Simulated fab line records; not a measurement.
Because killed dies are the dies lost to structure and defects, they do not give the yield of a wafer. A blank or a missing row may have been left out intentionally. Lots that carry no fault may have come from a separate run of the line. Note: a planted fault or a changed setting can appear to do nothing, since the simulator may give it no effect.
fab line records	flow n5_finfet
[record] lots = 7	wafers = 39
route steps=1938 shown FIN_SAQP@96 MOL_CONTACT_COAG@586
start_h: hours from the record's opening day to when the first of the lot's shown wafers began	wait_h: time in hours since the lot's previous step	" the same as in the row above	L1.1+2: several wafers, shown together as one row	- value missing, or start not given	* or withheld: withheld	< > ~ a bound
route shown NAME@n: names a module that has steps shown in the file, with the first one's number in the route	usual: the fault-free wafers' mean and standard deviation	same: alike in all rows	chamber/n: place in a boat	sites: the reading at each site	_std_site: how widely they spread, as a standard deviation	_edge_site: the outer-site mean with the inner-site mean subtracted	radius_mm: for every site, how far away it sits from the centre of the wafer	mask NAME#n: copy n	behind: the last tool/chamber to shape the wafer	hold: what put the lot on hold/how long, in hours/how the hold closed	device: names the non-switching transistor (n, p or np)	end of line: the same wafers' tests at the end of the route	step lacking rows: just its recipe	killed: dies that structure and defects cost at the first sort, which is not the same as the wafer's yield	map: a wafer's dies, x killed, . not, _ none there
set.NAME: the run value of the setting; set.NAME@STEP: its run value at that earlier step	model.NAME: the simulator's own value behind a step, which no gauge read
one table per step and one row per wafer, for lots whose settings were changed on purpose
[[steps]]
[step N5_FIN_SAQP_HM_DEP_03]
[recipe] material = SiNx	target_thk_a = 380	temp_c = 400	precursor = SiH4/NH3/N2	pressure_torr = 1.5	rf_w = 300	time_s = 33.6
lot.wafer	tool	chamber	start_h	wait_h	set.time_s	model.SiNx_of_FIN_SAQP_HM_DEP_03.thk_nm
L077.1	pecvd-02	1	40.49	0.2	33.6	37.08
L077.3	"	1	"	"	33.6	37.34
L077.6	"	0	"	"	33.6	38.38
L085.1	pecvd-04	0	88.73	0.2	17.86	21.32
L085.2	"	2	"	"	33.6	37.82
L085.3	"	1	"	"	17.86	20.49
L085.4	"	1	"	"	33.6	38.73
L085.5	"	0	"	"	33.6	39.1
L085.6	"	2	"	"	17.86	20.44
L087.1	pecvd-02	0	99.26	0.2	33.6	38.44
L087.2	"	1	"	"	33.6	37.21
L087.3	"	1	"	"	33.6	37.9
L087.4	"	0	"	"	33.6	38.38
L087.5	"	1	"	"	33.6	38.32
L087.6	"	0	"	"	33.6	39.05
L090.1	pecvd-01	0	116.89	0.2	33.6	36.92
L090.2	"	1	"	"	33.6	37.07
L090.3	"	2	"	"	33.6	37.19
L090.4	"	0	"	"	33.6	37.53
L090.5	"	1	"	"	33.6	37.52
L090.6	"	2	"	"	33.6	37.5
L093.1	pecvd-01	0	135.76	0.2	33.6	37.42
L093.2	"	1	"	"	33.6	37.58
L093.3	"	2	"	"	33.6	37.89
L093.4	"	0	"	"	33.6	38.05
L093.5	"	1	"	"	33.6	38.22
L093.6	"	2	"	"	33.6	38.12
L095.1	pecvd-04	1	146.85	0.2	33.6	38.71
L095.2	"	2	"	"	49.41	55.26
L095.3	"	0	"	"	33.6	38.53
L095.4	"	1	"	"	49.41	56.73
L095.5	"	0	"	"	49.41	57.13
L095.6	"	2	"	"	33.6	38.63
L097.1	pecvd-02	0	159.90	0.2	33.6	37.55
L097.2	"	2	"	"	33.6	38.02
L097.3	"	1	"	"	33.6	36.93
L097.4	"	0	"	"	33.6	38.3
L097.5	"	1	"	"	33.6	37.67
L097.6	"	2	"	"	33.6	38.98
[step N5_FIN_SAQP_THK_MEAS_05]
[usual] thk_nm = 38.0/0.6
lot.wafer	tool	chamber	start_h	wait_h	set.time_s@FIN_SAQP_HM_DEP_03	thk_nm
L077.1	film_metro-01	-	40.60	0.1	33.6	37.1
L077.3	"	-	"	"	33.6	37.4
L077.6	"	-	"	"	33.6	38.4
L085.1	film_metro-01	-	88.82	0.1	17.86	21.3
L085.2	"	-	"	"	33.6	37.8
L085.3	"	-	"	"	17.86	20.5
L085.4	"	-	"	"	33.6	38.7
L085.5	"	-	"	"	33.6	39.1
L085.6	"	-	"	"	17.86	20.5
L087.1	film_metro-01	-	99.37	0.1	33.6	38.4
L087.2	"	-	"	"	33.6	37.1
L087.3	"	-	"	"	33.6	37.9
L087.4	"	-	"	"	33.6	38.3
L087.5	"	-	"	"	33.6	38.4
L087.6	"	-	"	"	33.6	39.1
L090.1	film_metro-01	-	116.98	0.1	33.6	36.9
L090.2	"	-	"	"	33.6	37.0
L090.3	"	-	"	"	33.6	37.2
L090.4	"	-	"	"	33.6	37.5
L090.5	"	-	"	"	33.6	37.5
L090.6	"	-	"	"	33.6	37.5
L093.1	film_metro-02	-	135.84	0.1	33.6	37.4
L093.2	"	-	"	"	33.6	37.6
L093.3	"	-	"	"	33.6	37.9
L093.4	"	-	"	"	33.6	38.1
L093.5	"	-	"	"	33.6	38.2
L093.6	"	-	"	"	33.6	38.2
L095.1	film_metro-01	-	146.94	0.1	33.6	38.7
L095.2	"	-	"	"	49.41	55.3
L095.3	"	-	"	"	33.6	38.5
L095.4	"	-	"	"	49.41	56.7
L095.5	"	-	"	"	49.41	57.2
L095.6	"	-	"	"	33.6	38.6
L097.1	film_metro-02	-	159.98	0.1	33.6	37.6
L097.2	"	-	"	"	33.6	38.0
L097.3	"	-	"	"	33.6	36.9
L097.4	"	-	"	"	33.6	38.3
L097.5	"	-	"	"	33.6	37.6
L097.6	"	-	"	"	33.6	39.0
[step N5_FIN_SAQP_PECVD_47]
[recipe] material = a-Si	target_thk_a = 450	temp_c = 400	precursor = SiH4/He	pressure_torr = 3	rf_w = 100	time_s = 36.3
[step N5_FIN_SAQP_PECVD_48]
[recipe] material = SiNx	target_thk_a = 250	temp_c = 400	precursor = SiH4/NH3/N2	pressure_torr = 1.5	rf_w = 300	time_s = 22.1
[step N5_FIN_SAQP_MANDREL2_REMOVE_60]
[recipe] chemistry = HBr/Cl2/O2	bt_time_s = 10	target = a-Si	stop_on = SiNx	endpoint = OES-SiCl	over_etch_frac = 1	icp_w = 600	bias_w = 22	HBr_flow_sccm = 150	Cl2_flow_sccm = 80	O2_flow_sccm = 5	pressure_mtorr = 10
[step N5_FIN_SAQP_HM_OPEN_33]
[recipe] chemistry = CH3F/O2	target = SiNx	mask_material = SiO2	target_depth_a = 494	time_s = 70.6	pressure_mtorr = 30	source_w = 395	bias_w = 73	Ar_flow_sccm = 150	CH3F_flow_sccm = 30	O2_flow_sccm = 20	ion_energy_ev = 120	ends = cleared
[usual] etch_rf_on_time_s = 69.4/1.9
lot.wafer	tool	chamber	start_h	wait_h	set.time_s@FIN_SAQP_HM_DEP_03	etch_rf_on_time_s	model.etch.depth_nm
L077.1	rie_diel-03	0	46.08	0.2	33.6	68.0	36.31
L077.3	"	2	"	"	33.6	69.1	36.72
L077.6	"	0	"	"	33.6	70.4	37.75
L085.1	rie_diel-03	2	94.94	0.0	17.86	39.0	20.69
L085.2	"	3	"	"	33.6	68.4	37.14
L085.3	"	0	"	"	17.86	37.6	19.83
L085.4	"	1	"	"	33.6	70.3	38.06
L085.5	"	1	"	"	33.6	70.2	38.47
L085.6	"	2	"	"	17.86	37.4	19.77
L087.1	rie_diel-03	2	103.90	0.0	33.6	71.7	37.77
L087.2	"	1	"	"	33.6	66.9	36.53
L087.3	"	3	"	"	33.6	68.5	37.24
L087.4	"	0	"	"	33.6	71.4	37.75
L087.5	"	1	"	"	33.6	68.4	37.65
L087.6	"	0	"	"	33.6	73.2	38.42
L090.1	rie_diel-05	0	121.37	0.0	33.6	67.6	36.29
L090.2	"	3	"	"	33.6	66.2	36.43
L090.3	"	2	"	"	33.6	68.2	36.42
L090.4	"	1	"	"	33.6	71.1	36.9
L090.5	"	1	"	"	33.6	70.7	36.76
L090.6	"	2	"	"	33.6	68.4	36.87
L093.1	rie_diel-01	0	141.10	0.1	33.6	68.8	36.76
L093.2	"	1	"	"	33.6	66.0	36.9
L093.3	"	2	"	"	33.6	67.9	37.21
L093.4	"	3	"	"	33.6	67.5	37.43
L093.5	"	0	"	"	33.6	70.2	37.57
L093.6	"	3	"	"	33.6	67.6	37.45
L095.1	rie_diel-03	3	151.49	0.0	33.6	68.9	38.09
L095.2	"	1	"	"	49.41	98.8	54.51
L095.3	"	2	"	"	33.6	71.6	37.9
L095.4	"	3	"	"	49.41	101.4	56.1
L095.5	"	2	"	"	49.41	106.5	56.38
L095.6	"	1	"	"	33.6	68.3	38
L097.1	rie_diel-01	0	164.83	0.2	33.6	69.1	36.88
L097.2	"	3	"	"	33.6	67.3	37.36
L097.3	"	2	"	"	33.6	66.2	36.26
L097.4	"	1	"	"	33.6	68.2	37.68
L097.5	"	1	"	"	33.6	67.4	37.04
L097.6	"	0	"	"	33.6	71.9	38.31
[step N5_FIN_SAQP_ETCH_34]
[recipe] chemistry = C4F6/O2	target = SiO2	target_depth_a = 450	time_s = 15	ion_energy_ev = 250	pressure_mtorr = 30	source_w = 345	bias_w = 185	Ar_flow_sccm = 300	C4F6_flow_sccm = 10	O2_flow_sccm = 10	ends = cleared
[step N5_FIN_SAQP_STRIP_77]
[recipe] chemistry = N2/H2	time_s = 90	power_w = 100	temp_c = 40	pressure_mtorr = 100	rf_frequency_hz = 6e+07	bias_power_w = 3	n2_flow_sccm = 300	h2_flow_sccm = 300
[step N5_FIN_SAQP_ETCH_64]
[recipe] chemistry = CF4	target = SiO2	target_depth_a = 15	ion_energy_ev = 350	pressure_mtorr = 10	icp_w = 800	bias_w = 400	cf4_flow_sccm = 80
[step N5_FIN_SAQP_FIN_ETCH_36]
[recipe] chemistry = HBr/Cl2/O2	target_depth_a = 1200	mask_material = SiNx	time_s = 50.4	bias_w = 102	pressure_mtorr = 10	icp_w = 800	HBr_flow_sccm = 150	Cl2_flow_sccm = 80	O2_flow_sccm = 12
lot.wafer	tool	chamber	start_h	wait_h	set.time_s@FIN_SAQP_HM_DEP_03	model.SiNx_of_FIN_SAQP_HM_DEP_03.thk_nm
L077.1	rie_si-02	0	46.37	0.0	33.6	20
L077.3	"	3	"	"	33.6	20.8
L077.6	"	2	"	"	33.6	21.6
L085.1	rie_si-01	3	95.23	0.0	17.86	4.8
L085.2	"	0	"	"	33.6	21.2
L085.3	"	1	"	"	17.86	3.6
L085.4	"	2	"	"	33.6	21.6
L085.5	"	0	"	"	33.6	22.4
L085.6	"	3	"	"	17.86	4
L087.1	rie_si-04	2	104.19	0.0	33.6	21.6
L087.2	"	3	"	"	33.6	20
L087.3	"	0	"	"	33.6	20.8
L087.4	"	1	"	"	33.6	21.4
L087.5	"	0	"	"	33.6	21.2
L087.6	"	1	"	"	33.6	22
L090.1	rie_si-02	3	121.67	0.0	33.6	20.4
L090.2	"	1	"	"	33.6	20.2
L090.3	"	0	"	"	33.6	20
L090.4+5	"	2	"	"	33.6	20.6
L090.6	"	3	"	"	33.6	20.8
L093.1+3+6	rie_si-01	3,0,1	141.38	0.0	33.6	21.2
L093.2	"	1	"	"	33.6	20.8
L093.4	"	0	"	"	33.6	21.4
L093.5	"	3	"	"	33.6	22
L095.1	rie_si-04	3	151.77	0.0	33.6	21.8
L095.2	"	1	"	"	49.41	38
L095.3+6	"	2,3	"	"	33.6	21.6
L095.4	"	2	"	"	49.41	39.8
L095.5	"	1	"	"	49.41	39.6
L097.1+2	rie_si-04	3,1	165.11	0.0	33.6	20.8
L097.3	"	2	"	"	33.6	20
L097.4	"	0	"	"	33.6	21.2
L097.5	"	3	"	"	33.6	20.6
L097.6	"	2	"	"	33.6	22.2
[step N5_MOL_CONTACT_COAG_VIA_ETCH_46]
[recipe] chemistry = C4F6/O2	target_depth_a = 460	overetch_a = 92	mask_material = SOC	target = SiO2	bias_w = 455	pressure_mtorr = 10	time_s = 40	source_w = 325	Ar_flow_sccm = 300	C4F6_flow_sccm = 10	O2_flow_sccm = 10	ion_energy_ev = 575.3	ends = end_point
lot.wafer	tool	chamber	start_h	wait_h	set.target_depth_a	model.etch.depth_nm	model.SOC_of_MOL_CONTACT_COAG_COAT_75.thk_nm
L077.1	rie_diel-01	2	115.97	0.0	460	44.8	50.8
L077.3	"	1	"	"	460	44.83	50.2
L077.6	"	3	"	"	460	45.38	50
L085.1	rie_diel-05	2	169.79	0.0	304.2	39.91	52.8
L085.2	"	3	"	"	304.2	40.49	52.6
L085.3	"	1	"	"	460	45.32	51.2
L085.4	"	0	"	"	460	46.14	50.8
L085.5	"	2	"	"	304.2	39.85	52.8
L085.6	"	1	"	"	460	46.13	51.2
L087.1	rie_diel-03	1	178.51	0.0	460	46.43	50.4
L087.2	"	3	"	"	460	45.34	50.8
L087.3	"	2	"	"	460	44.54	50.8
L087.4	"	3	"	"	460	46.51	50.6
L087.5	"	2	"	"	460	47.2	51.2
L087.6	"	1	"	"	460	45.54	50.4
L090.1	rie_diel-01	1	194.35	0.0	460	45.76	50.2
L090.2	"	3	"	"	460	45.65	50.2
L090.3	"	0	"	"	460	44.23	50.8
L090.4	"	1	"	"	460	45.57	50.4
L090.5	"	3	"	"	460	45.31	50.2
L090.6	"	0	"	"	460	46.28	50.6
L093.1	rie_diel-01	3	210.53	0.0	252.2	35.4	52.8
L093.2	"	1	"	"	460	45.23	50.4
L093.3	"	0	"	"	252.2	34.13	53.4
L093.4	"	0	"	"	460	45.81	51
L093.5	"	1	"	"	252.2	35.21	53.2
L093.6	"	3	"	"	460	46.45	50.2
L095.1	rie_diel-01	1	224.51	0.0	460	46.03	50.4
L095.2	"	0	"	"	460	45.32	50.8
L095.3	"	3	"	"	460	45.56	50.4
L095.4	"	2	"	"	460	46.28	50.6
L095.5	"	1	"	"	460	46.29	50.6
L095.6	"	0	"	"	460	45.62	50.6
L097.1	rie_diel-05	0	240.34	0.0	460	45.27	50.8
L097.2	"	1	"	"	460	45.46	51
L097.3	"	2	"	"	460	45.94	50.8
L097.4	"	3	"	"	460	46.25	50.6
L097.5	"	2	"	"	460	46.51	50.8
L097.6	"	3	"	"	460	46.09	50.6
[step N5_MOL_CONTACT_COAG_STRIP_96]
[recipe] chemistry = N2/H2	power_w = 500	temp_c = 40	pressure_mtorr = 50	rf_frequency_hz = 6e+07	overash_fraction = 0.3	bias_power_w = 28	h2_frac = 0.5	n2_flow_sccm = 300	h2_flow_sccm = 300
[step N5_MOL_CONTACT_COAG_ETCH_47]
[recipe] chemistry = CH3F/O2	target = SiNx	target_depth_a = 270	mask_material = SiO2	stop_on = W	over_etch_frac = 0.2	ion_energy_ev = 120	endpoint = OES-CN	pressure_mtorr = 30	source_w = 395	bias_w = 73	Ar_flow_sccm = 150	CH3F_flow_sccm = 30	O2_flow_sccm = 20	ends = end_point
[usual] oes_product_au = 0.74/0.085
lot.wafer	tool	chamber	start_h	wait_h	set.target_depth_a@MOL_CONTACT_COAG_VIA_ETCH_46	oes_product_au
L077.1	rie_diel-01	2	116.08	0.0	460	0.60
L077.3	"	1	"	"	460	0.83
L077.6	"	3	"	"	460	0.85
L085.1	rie_diel-05	2	169.89	0.0	304.2	0.33
L085.2	"	3	"	"	304.2	0.29
L085.3	"	1	"	"	460	0.85
L085.4	"	0	"	"	460	0.71
L085.5	"	2	"	"	304.2	0.33
L085.6	"	1	"	"	460	0.84
L087.1	rie_diel-03	1	178.62	0.0	460	0.80
L087.2	"	3	"	"	460	0.64
L087.3	"	2	"	"	460	0.60
L087.4	"	3	"	"	460	0.64
L087.5	"	2	"	"	460	0.61
L087.6	"	1	"	"	460	0.78
L090.1	rie_diel-01	1	194.46	0.0	460	0.79
L090.2	"	3	"	"	460	0.80
L090.3	"	0	"	"	460	0.79
L090.4	"	1	"	"	460	0.78
L090.5	"	3	"	"	460	0.79
L090.6	"	0	"	"	460	0.78
L093.1	rie_diel-01	3	210.63	0.0	252.2	0.32
L093.2	"	1	"	"	460	0.78
L093.3	"	0	"	"	252.2	0.33
L093.4	"	0	"	"	460	0.77
L093.5	"	1	"	"	252.2	0.33
L093.6	"	3	"	"	460	0.79
L095.1	rie_diel-01	1	224.61	0.0	460	0.77
L095.2	"	0	"	"	460	0.77
L095.3	"	3	"	"	460	0.78
L095.4	"	2	"	"	460	0.82
L095.5	"	1	"	"	460	0.78
L095.6	"	0	"	"	460	0.78
L097.1	rie_diel-05	0	240.44	0.0	460	0.69
L097.2	"	1	"	"	460	0.78
L097.3	"	2	"	"	460	0.73
L097.4	"	3	"	"	460	0.86
L097.5	"	2	"	"	460	0.74
L097.6	"	3	"	"	460	0.86
[step N5_MOL_CONTACT_COAG_STRIP_119]
[recipe] chemistry = N2/H2	time_s = 30	power_w = 1000	temp_c = 250	pressure_mtorr = withheld	n2_flow_sccm = 1750	h2_flow_sccm = 3250
[step N5_MOL_CONTACT_COAG_PRECLEAN_144]
[recipe] chemistry = alkaline_clean	temp_c = 60	time_s = 60	do_ppb = 50
[step N5_MOL_CONTACT_COAG_STRIP_120]
[recipe] chemistry = CHF3	resist = SiARC	rf_frequency_hz = 6e+07
[step N5_MOL_CONTACT_COAG_VIA_ETCH_117]
[recipe] chemistry = C4F6/O2	target_depth_a = 400	overetch_a = 80	mask_material = SOC	target = SiO2	bias_w = 455	pressure_mtorr = 10	time_s = 26	source_w = 325	Ar_flow_sccm = 300	C4F6_flow_sccm = 10	O2_flow_sccm = 10	ion_energy_ev = 575.3	ends = end_point
[step N5_MOL_CONTACT_COAG_ETCH_124]
[recipe] chemistry = CH3F/O2	target = SiNx	target_depth_a = 65	mask_material = SOC	stop_on = SiOC	over_etch_frac = 0.3	ion_energy_ev = 120	pressure_mtorr = 30	source_w = 395	bias_w = 73	Ar_flow_sccm = 150	CH3F_flow_sccm = 30	O2_flow_sccm = 20	ends = end_point
[usual] oes_product_au = 0.70/0.077
lot.wafer	tool	chamber	start_h	wait_h	set.target_depth_a@MOL_CONTACT_COAG_VIA_ETCH_46	oes_product_au
L077.1	rie_diel-03	2	117.25	0.0	460	0.60
L077.3	"	3	"	"	460	0.62
L077.6	"	2	"	"	460	0.60
L085.1	rie_diel-05	0	171.15	0.0	304.2	0.31
L085.2	"	3	"	"	304.2	0.29
L085.3	"	1	"	"	460	0.81
L085.4	"	2	"	"	460	0.73
L085.5	"	2	"	"	304.2	0.33
L085.6	"	3	"	"	460	0.59
L087.1	rie_diel-03	1	179.78	0.0	460	0.74
L087.2	"	2	"	"	460	0.59
L087.3	"	3	"	"	460	0.60
L087.4	"	2	"	"	460	0.59
L087.5	"	3	"	"	460	0.61
L087.6	"	1	"	"	460	0.74
L090.1	rie_diel-01	0	197.04	0.0	460	0.76
L090.2	"	1	"	"	460	0.74
L090.3	"	3	"	"	460	0.74
L090.4	"	3	"	"	460	0.74
L090.5	"	0	"	"	460	0.75
L090.6	"	1	"	"	460	0.74
L093.1	rie_diel-01	0	211.81	0.0	252.2	0.32
L093.2	"	1	"	"	460	0.73
L093.3	"	3	"	"	252.2	0.33
L093.4	"	3	"	"	460	0.74
L093.5	"	0	"	"	252.2	0.33
L093.6	"	1	"	"	460	0.73
L095.1	rie_diel-03	1	226.07	0.0	460	0.73
L095.2	"	3	"	"	460	0.61
L095.3	"	2	"	"	460	0.58
L095.4	"	0	"	"	460	0.78
L095.5	"	3	"	"	460	0.60
L095.6	"	0	"	"	460	0.78
L097.1	rie_diel-01	2	242.13	0.0	460	0.77
L097.2	"	1	"	"	460	0.72
L097.3	"	3	"	"	460	0.73
L097.4	"	0	"	"	460	0.73
L097.5	"	3	"	"	460	0.72
L097.6	"	0	"	"	460	0.73
[step N5_MOL_CONTACT_COAG_ETCH_48]
[recipe] chemistry = C4F6/O2	target_depth_a = 150	overetch_a = 45	mask_material = SOC	target = SiOC	bias_w = 465	pressure_mtorr = 10	time_s = 17	source_w = 335	Ar_flow_sccm = 300	C4F6_flow_sccm = 10	O2_flow_sccm = 10	ion_energy_ev = 576
[usual] oes_product_au = 0.69/0.085
lot.wafer	tool	chamber	start_h	wait_h	set.target_depth_a@MOL_CONTACT_COAG_VIA_ETCH_46	oes_product_au
L077.1	rie_diel-03	2	117.29	0.0	460	0.60
L077.3	"	3	"	"	460	0.60
L077.6	"	2	"	"	460	0.57
L085.1	rie_diel-05	0	171.19	0.0	304.2	0.31
L085.2	"	3	"	"	304.2	0.28
L085.3	"	1	"	"	460	0.86
L085.4	"	2	"	"	460	0.74
L085.5	"	2	"	"	304.2	0.33
L085.6	"	3	"	"	460	0.63
L087.1	rie_diel-03	1	179.82	0.0	460	0.74
L087.2	"	2	"	"	460	0.57
L087.3	"	3	"	"	460	0.61
L087.4	"	2	"	"	460	0.58
L087.5	"	3	"	"	460	0.56
L087.6	"	1	"	"	460	0.77
L090.1	rie_diel-01	0	197.08	0.0	460	0.76
L090.2	"	1	"	"	460	0.71
L090.3	"	3	"	"	460	0.67
L090.4	"	3	"	"	460	0.70
L090.5	"	0	"	"	460	0.69
L090.6	"	1	"	"	460	0.73
L093.1	rie_diel-01	0	211.85	0.0	252.2	0.33
L093.2	"	1	"	"	460	0.71
L093.3	"	3	"	"	252.2	0.32
L093.4	"	3	"	"	460	0.70
L093.5	"	0	"	"	252.2	0.33
L093.6	"	1	"	"	460	0.72
L095.1	rie_diel-03	1	226.11	0.0	460	0.70
L095.2	"	3	"	"	460	0.57
L095.3	"	2	"	"	460	0.58
L095.4	"	0	"	"	460	0.80
L095.5	"	3	"	"	460	0.56
L095.6	"	0	"	"	460	0.81
L097.1	rie_diel-01	2	242.17	0.0	460	0.74
L097.2	"	1	"	"	460	0.70
L097.3	"	3	"	"	460	0.64
L097.4	"	0	"	"	460	0.72
L097.5	"	3	"	"	460	0.69
L097.6	"	0	"	"	460	0.72
[[key]]
[split] step = N5_FIN_SAQP_HM_DEP_03	setting = time_s	stated = 33.6	by = wafer
[response] step = N5_FIN_SAQP_HM_DEP_03	reading = model.SiNx_of_FIN_SAQP_HM_DEP_03.thk_nm	change = +0.379	per = 1%	r = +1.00
[response] step = N5_FIN_SAQP_THK_MEAS_05	reading = thk_nm	change = *	per = 1%	r = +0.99
[response] step = N5_FIN_SAQP_HM_OPEN_33	reading = etch_rf_on_time_s	change = *	per = 1%	r = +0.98
[response] step = N5_FIN_SAQP_HM_OPEN_33	reading = model.etch.depth_nm	change = +0.378	per = 1%	r = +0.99
[response] step = N5_FIN_SAQP_FIN_ETCH_36	reading = model.SiNx_of_FIN_SAQP_HM_DEP_03.thk_nm	change = +0.373	per = 1%	r = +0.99
[split] step = N5_MOL_CONTACT_COAG_VIA_ETCH_46	setting = target_depth_a	stated = 460	by = wafer
[response] step = N5_MOL_CONTACT_COAG_VIA_ETCH_46	reading = model.etch.depth_nm	change = +0.216	per = 1%	r = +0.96
[response] step = N5_MOL_CONTACT_COAG_VIA_ETCH_46	reading = model.SOC_of_MOL_CONTACT_COAG_COAT_75.thk_nm	change = -0.0546	per = 1%	r = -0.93
[response] step = N5_MOL_CONTACT_COAG_ETCH_47	reading = oes_product_au	change = +0.0116	per = 1%	r = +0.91
[response] step = N5_MOL_CONTACT_COAG_ETCH_124	reading = oes_product_au	change = +0.01	per = 1%	r = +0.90
[response] step = N5_MOL_CONTACT_COAG_ETCH_48	reading = oes_product_au	change = +0.0101	per = 1%	r = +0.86
